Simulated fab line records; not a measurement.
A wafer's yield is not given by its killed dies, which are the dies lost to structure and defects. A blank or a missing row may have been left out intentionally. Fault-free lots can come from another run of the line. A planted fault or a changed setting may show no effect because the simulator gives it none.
Which of the tools did it? | flow n5 finfet | 27 wafers from 9 lots sampled at 5 of the route's 1938 steps

== WHAT THE GAUGES SHOWED, per wafer ==
N5_MOL_CONTACT_COAG_OVL_MEAS_85. Usual: for VG_OVL the level is -0.1 nm and the standard deviation is 0.63.
lot  | measured     | on         | VG_OVL (nm)    | flag
L228 | day 6 09:51  | overlay-02 | -0.6 0.3 -0.9  |
L232 | day 7 07:30  | overlay-01 | 0.2 -0.6 0.1   |
L233 | day 7 13:15  | overlay-02 | 0.5 0.6 -0.2   |
L235 | day 8 01:17  | overlay-01 | -1.2 -1.8 -0.2 |
L236 | day 8 10:11  | overlay-01 | -0.1 0.2 -0.4  |
L238 | day 9 03:06  | overlay-01 | 0.2 1.0 0.5    |
L239 | day 9 13:10  | overlay-01 | -0.8 -0.3 -0.3 |
L241 | day 9 16:16  | overlay-01 | -0.4 0.0 0.7   |
L246 | day 10 19:51 | overlay-02 | 0.7 0.2 0.0    |

N5_BEOL_M4_RC_MEAS_101. Usual: DIBL_N 36.4 mV/V, standard deviation 1.5; DIBL_P 36.4 mV/V, standard deviation 1.6; IOFF_N 0.164 nA/um, standard deviation 0.025; IOFF_P 0.214 nA/um, standard deviation 0.028; ION_N 675 uA/um, standard deviation 9.9; ION_P 463 uA/um, standard deviation 6.5; SS_N 71.5 mV/dec, standard deviation 0.5; SS_P 73.3 mV/dec, standard deviation 0.56; VT_N 249.2 mV, standard deviation 2.7; VT_P -250.1 mV, standard deviation 2.8.
lot  | measured     | on        | DIBL_N (mV/V)  | DIBL_P (mV/V)  | IOFF_N (nA/um)    | IOFF_P (nA/um)    | ION_N (uA/um) | ION_P (uA/um) | SS_N (mV/dec)  | SS_P (mV/dec)  | VT_N (mV)         | VT_P (mV)            | flag
L228 | day 9 03:50  | prober-01 | 36.7 38.0 37.8 | 33.8 35.8 35.7 | 0.152 0.176 0.173 | 0.187 0.214 0.210 | 670 691 678   | 459 470 457   | 71.3 71.4 72.0 | 72.3 74.1 73.6 | 250.7 247.4 246.8 | -252.1 -250.6 -251.4 |
L232 | day 10 00:44 | prober-01 | 38.2 38.7 38.6 | 35.8 36.1 36.6 | 0.172 0.184 0.187 | 0.221 0.239 0.254 | 674 681 675   | 459 470 465   | 72.2 72.0 71.8 | 73.0 73.4 73.6 | 249.4 246.6 245.5 | -249.3 -247.6 -248.3 |
L233 | day 10 03:02 | prober-01 | 36.6 36.8 37.5 | 35.7 35.6 36.3 | 0.166 0.178 0.184 | 0.235 0.235 0.242 | 669 674 681   | 464 465 456   | 70.9 71.5 72.0 | 73.8 73.2 73.2 | 247.2 247.5 246.3 | -249.2 -249.1 -250.3 |
L235 | day 11 01:11 | prober-01 | 35.4 33.9 36.6 | 35.4 34.3 37.4 | 0.137 0.121 0.166 | 0.176 0.169 0.209 | 668 661 668   | 456 455 452   | 70.9 70.4 71.3 | 72.5 73.0 73.3 | 254.7 255.1 247.1 | -254.9 -252.1 -252.9 |
L236 | day 11 04:34 | prober-01 | 31.7 33.6 34.8 | 32.8 35.4 36.4 | 0.103 0.128 0.140 | 0.155 0.193 0.198 | 652 664 672   | 451 465 470   | 70.7 70.8 70.8 | 71.8 72.8 73.1 | 256.0 252.9 250.1 | -251.5 -250.6 -249.8 |
L238 | day 12 00:56 | prober-02 | 35.4 35.3 36.4 | 33.4 34.4 35.1 | 0.136 0.144 0.163 | 0.170 0.180 0.200 | 675 672 685   | 462 458 472   | 71.7 71.2 71.6 | 72.2 72.3 72.8 | 252.1 252.8 251.1 | -252.7 -253.9 -253.5 |
L239 | day 12 05:47 | prober-02 | 36.1 34.7 36.1 | 35.7 34.1 36.0 | 0.175 0.146 0.174 | 0.209 0.191 0.210 | 686 675 682   | 466 464 459   | 71.6 71.5 71.4 | 72.9 72.1 73.4 | 244.6 250.2 249.9 | -251.3 -250.9 -251.5 |
L241 | day 12 12:46 | prober-02 | 36.6 37.7 36.6 | 36.1 37.9 36.4 | 0.169 0.189 0.160 | 0.222 0.250 0.222 | 680 681 669   | 464 469 469   | 72.2 71.9 72.1 | 74.0 73.8 74.0 | 246.4 244.4 248.8 | -247.6 -248.1 -249.1 |
L246 | day 13 15:23 | prober-02 | 37.4 36.6 37.8 | 37.1 36.1 36.8 | 0.184 0.164 0.174 | 0.225 0.212 0.218 | 675 674 678   | 464 457 459   | 71.4 71.6 71.2 | 73.8 73.7 74.1 | 246.9 251.0 249.6 | -250.5 -251.4 -249.9 |

== TOOL THAT RAN EACH LOT (tool first, then ch and the chambers of the sampled wafers, then the start) ==
lot  | N5_MOL_CONTACT_COAG_ETCHBACK_135  | N5_MOL_CONTACT_COAG_VIA_ETCH_46   | N5_MOL_CONTACT_COAG_COAT_34
L228 | rie diel-04 ch 0,2,3, day 6 10:23 | rie diel-04 ch 0,2,3, day 6 10:26 | litho track-03 ch 0, day 6 10:47
L232 | rie diel-02 ch 0,2,3, day 7 08:15 | rie diel-02 ch 0,2,3, day 7 08:17 | litho track-01 ch 0, day 7 08:40
L233 | rie diel-04 ch 0,1,2, day 7 13:58 | rie diel-04 ch 0,1,2, day 7 14:00 | litho track-01 ch 0, day 7 14:23
L235 | rie diel-04 ch 1,2,3, day 8 02:17 | rie diel-04 ch 1,2,3, day 8 02:19 | litho track-02 ch 0, day 8 02:42
L236 | rie diel-02 ch 1,2, day 8 10:56   | rie diel-02 ch 1,2, day 8 10:58   | litho track-02 ch 0, day 8 11:20
L238 | rie diel-04 ch 1,2,3, day 9 04:19 | rie diel-04 ch 1,2,3, day 9 04:20 | litho track-02 ch 0, day 9 05:03
L239 | rie diel-04 ch 2,3, day 9 14:18   | rie diel-04 ch 2,3, day 9 14:20   | litho track-02 ch 0, day 9 14:43
L241 | rie diel-04 ch 0,2,3, day 9 16:50 | rie diel-04 ch 0,2,3, day 9 16:53 | litho track-01 ch 0, day 9 17:15
L246 | rie diel-02 ch 2,3, day 10 20:22  | rie diel-02 ch 2,3, day 10 20:24  | litho track-03 ch 0, day 10 20:47
- N5_MOL_CONTACT_COAG_ETCHBACK_135: etches SiO2 in CHF3, target depth 25 nm, time 16.7 s.
- N5_MOL_CONTACT_COAG_VIA_ETCH_46: etches SiO2 in C4F6/O2, target depth 46 nm, overetch 9.2 nm, time 40 s.
- N5_MOL_CONTACT_COAG_COAT_34: resist thk 40 nm.

== WHAT THE TOOLS THEMSELVES READ (means of the sampled wafers that have a number; where no wafer has one, the mark that the record gives instead) ==
N5_MOL_CONTACT_COAG_ETCHBACK_135. Usual: CHF3_flow_sccm 50.03 sccm, standard deviation 0.14; drypump motor current A 5.5 A, standard deviation 0.44; oes product au 0.82 a.u., standard deviation 0.091; rf fwd power W 597.9 W, standard deviation 2.6; rf vpp V 525 V, standard deviation 6.6; showerhead plenum p Torr 2.40 Torr, standard deviation 0.07; throttle valve pct 18.84 %, standard deviation 0.24.
lot  | tool        | CHF3_flow_sccm (sccm) | drypump motor current A (A) | oes product au (a.u.) | rf fwd power W (W) | rf vpp V (V) | showerhead plenum p Torr (Torr) | throttle valve pct (%) | flag
L228 | rie diel-04 | 50.05                 | 5.5                         | 0.92                  | 599.8              | 525          | 2.42                            | 18.81                  |
L232 | rie diel-02 | 50.02                 | 5.2                         | 0.74                  | 596.4              | 522          | 2.35                            | 18.95                  |
L233 | rie diel-04 | 50.03                 | 5.3                         | 0.85                  | 599.2              | 525          | 2.40                            | 18.88                  |
L235 | rie diel-04 | 50.08                 | 5.2                         | 0.81                  | 596.6              | 520          | 2.39                            | 18.88                  |
L236 | rie diel-02 | 49.96                 | 5.1                         | 0.79                  | 596.2              | 520          | 2.30                            | 18.89                  |
L238 | rie diel-04 | 50.03                 | 5.2                         | 0.80                  | 596.5              | 521          | 2.39                            | 18.90                  |
L239 | rie diel-04 | 50.07                 | 5.6                         | 0.87                  | 599.3              | 520          | 2.41                            | 18.88                  |
L241 | rie diel-04 | 50.08                 | 5.5                         | 0.86                  | 598.4              | 524          | 2.41                            | 18.86                  |
L246 | rie diel-02 | 50.19                 | 5.0                         | 0.72                  | 597.3              | 522          | 2.30                            | 19.00                  |

N5_MOL_CONTACT_COAG_VIA_ETCH_46. Usual: drypump motor current A 5.5 A, standard deviation 0.44; oes product au 0.73 a.u., standard deviation 0.077; rf fwd power W 322.8 W, standard deviation 0.94; rf vpp V 1590 V, standard deviation 18; showerhead plenum p Torr 2.86 Torr, standard deviation 0.082; throttle valve pct 41.04 %, standard deviation 0.27.
lot  | tool        | drypump motor current A (A) | oes product au (a.u.) | rf fwd power W (W) | rf vpp V (V) | showerhead plenum p Torr (Torr) | throttle valve pct (%) | flag
L228 | rie diel-04 | 5.5                         | 0.82                  | 323.2              | 1587         | 2.89                            | 41.10                  |
L232 | rie diel-02 | 5.2                         | 0.67                  | 323.7              | 1582         | 2.81                            | 41.23                  |
L233 | rie diel-04 | 5.3                         | 0.76                  | 323.1              | 1593         | 2.87                            | 41.10                  |
L235 | rie diel-04 | 5.3                         | 0.73                  | 322.0              | 1579         | 2.85                            | 41.11                  |
L236 | rie diel-02 | 5.1                         | 0.71                  | 323.1              | 1579         | 2.74                            | 41.20                  |
L238 | rie diel-04 | 5.3                         | 0.72                  | 323.2              | 1579         | 2.85                            | 41.13                  |
L239 | rie diel-04 | 5.6                         | 0.76                  | 321.8              | 1574         | 2.88                            | 41.15                  |
L241 | rie diel-04 | 5.5                         | 0.76                  | 322.7              | 1587         | 2.88                            | 41.11                  |
L246 | rie diel-02 | 5.0                         | 0.64                  | 322.1              | 1580         | 2.75                            | 41.37                  |

N5_MOL_CONTACT_COAG_COAT_34. Usual: spin speed rpm at 1500.2 rpm, with a standard deviation of 0.76.
lot  | tool           | spin speed rpm (rpm) | flag
L228 | litho track-03 | 1501.3               |
L232 | litho track-01 | 1499.8               |
L233 | litho track-01 | 1501.1               |
L235 | litho track-02 | 1499.8               |
L236 | litho track-02 | 1499.9               |
L238 | litho track-02 | 1429.9               | OFF
L239 | litho track-02 | 1429.1               | OFF
L241 | litho track-01 | 1499.8               |
L246 | litho track-03 | 1500.6               |

== THE ANSWER, worked out from the rows above alone ==
Rule: lot off if the mean of its wafers having a number is beyond 3 standard deviations from the usual mean. Also off: a lot with no number at a reading for which 4 or more lots have one. The other lots that the step has rows for count as sound. First the gauges in route order, then the tools' own readings, where a lot's mean is used as printed above. The first step at which some lot is off is used, and at that step the reading that is off furthest; a lot without a number counts as furthest.
Off: L238, L239 (N5_MOL_CONTACT_COAG_COAT_34, spin speed rpm).
If a tool, at that step or one of the process steps before it, ran each lot that is off and ran no sound lot following the first of them, it fits. One candidate fits, namely litho track-02 at N5_MOL_CONTACT_COAG_COAT_34. Its last sound lot is L236 (day 8 11:20), its first lot that is off L238 (day 9 05:03): a fault that began between those two fits.
On the lots that are off, the tool's own readings at N5_MOL_CONTACT_COAG_COAT_34 differ by more than 5 times the standard deviation of the sound lots' means, which bears it out; spin speed rpm reads 1429.5 rpm there versus 1500.3 rpm on the sound lots.

== WHAT THE SIMULATOR PUT IN ==
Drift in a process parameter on litho track-02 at N5_MOL_CONTACT_COAG_COAT_34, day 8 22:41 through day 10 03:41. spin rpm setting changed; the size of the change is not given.
Lots struck among those shown: L238, L239. The rule above found the same.
